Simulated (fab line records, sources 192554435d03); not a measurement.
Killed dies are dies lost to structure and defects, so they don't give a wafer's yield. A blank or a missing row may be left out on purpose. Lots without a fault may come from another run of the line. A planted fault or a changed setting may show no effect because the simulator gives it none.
Split-lot experiment | flow n5_finfet | 7 lots, 21 wafers read, on a route of 1938 steps

THE SPLIT
At N5_WELL_APT_COAT_02 (resist thk 950 nm), the setting spin_rpm was moved away from the recipe's 1357 rpm on 8 of the 21 wafers read, by -10.3% to -4.6%. The other wafers ran this setting at the recipe's value.

The reading is taken at the split's own step.

THE READING
coat_of_WELL_APT_COAT_02.thk_nm (the simulator's own value, which no gauge read), in nm, at N5_WELL_APT_COAT_02 (resist thk 950 nm). The file gives no usual value for it. The 13 wafers here that ran the recipe average 949.7 nm, standard deviation 4 nm.

wafer  | tool, chamber at the split | spin_rpm as run, rpm | against the recipe | coat_of_WELL_APT_COAT_02.thk_nm, nm | against lot-mates on the recipe
L075.2 | litho_track-03, 0          | 1294                 | -4.6%              | 969.6                               | no lot-mate on the recipe
L075.5 | litho_track-03, 0          | 1294                 | -4.6%              | 969                                 | no lot-mate on the recipe
L075.6 | litho_track-03, 0          | 1294                 | -4.6%              | 968.7                               | no lot-mate on the recipe
L080.1 | litho_track-02, 0          | 1357                 | recipe             | 952.5                               | -
L080.2 | litho_track-02, 0          | 1357                 | recipe             | 951.5                               | -
L080.3 | litho_track-02, 0          | 1357                 | recipe             | 951.4                               | -
L083.1 | litho_track-04, 0          | 1268                 | -6.6%              | 984                                 | +37.0
L083.4 | litho_track-04, 0          | 1268                 | -6.6%              | 981.4                               | +34.4
L083.6 | litho_track-04, 0          | 1357                 | recipe             | 947                                 | -
L086.2 | litho_track-02, 0          | 1357                 | recipe             | 952.9                               | -
L086.3 | litho_track-02, 0          | 1291                 | -4.9%              | 976.5                               | +23.6
L086.4 | litho_track-02, 0          | 1291                 | -4.9%              | 978.8                               | +25.9
L087.2 | litho_track-03, 0          | 1357                 | recipe             | 952.2                               | -
L087.3 | litho_track-03, 0          | 1217                 | -10.3%             | 1011                                | +56.1
L087.4 | litho_track-03, 0          | 1357                 | recipe             | 957.6                               | -
L088.1 | litho_track-02, 0          | 1357                 | recipe             | 949.2                               | -
L088.4 | litho_track-02, 0          | 1357                 | recipe             | 947.9                               | -
L088.5 | litho_track-02, 0          | 1357                 | recipe             | 950.8                               | -
L096.2 | litho_track-03, 0          | 1357                 | recipe             | 942.5                               | -
L096.4 | litho_track-03, 0          | 1357                 | recipe             | 947.7                               | -
L096.6 | litho_track-03, 0          | 1357                 | recipe             | 943.1                               | -

THE FIT
A straight line over all 21 wafers: coat_of_WELL_APT_COAT_02.thk_nm changes by -5.36 nm for each +1% of spin_rpm; r = -0.97; the points scatter about the line by 4.3 nm.
The same after taking each lot's own level away (the mean of its wafers on the recipe; 18 wafers): -5.38 nm for each +1%; r = -1.00; scatter 1.7 nm.
On that fit, the largest move of spin_rpm shifts the reading by 56 nm.
The lots' own levels span 944.43 to 954.90 nm, that is 2.6 times the standard deviation above.
So the lot-to-lot level changes the slope little: the two slopes agree.
Check: with one of the wafers moved furthest among these (-10.3%) left out of the fit, the line predicts +54.9 nm for it against its lot-mates. It came out at +56.1 nm against them.

OTHER SPLITS ON THESE WAFERS
These wafers also went through other splits before the reading. Each is held against what the fit with the lots' levels taken away leaves over:
other split on the same wafers | wafers away from the commonest value | r with coat_of_WELL_APT_COAT_02.thk_nm (lot level and that fit taken away)
N5_ZERO_LAYER_PECVD_02 time_s  | 4                                    | -0.01
N5_ZERO_LAYER_COAT_05 spin_rpm | 2                                    | -0.01

THE FILE'S OWN FIT
coat_of_WELL_APT_COAT_02.thk_nm changes by -5.36 nm for each +1% of spin_rpm, r = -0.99.
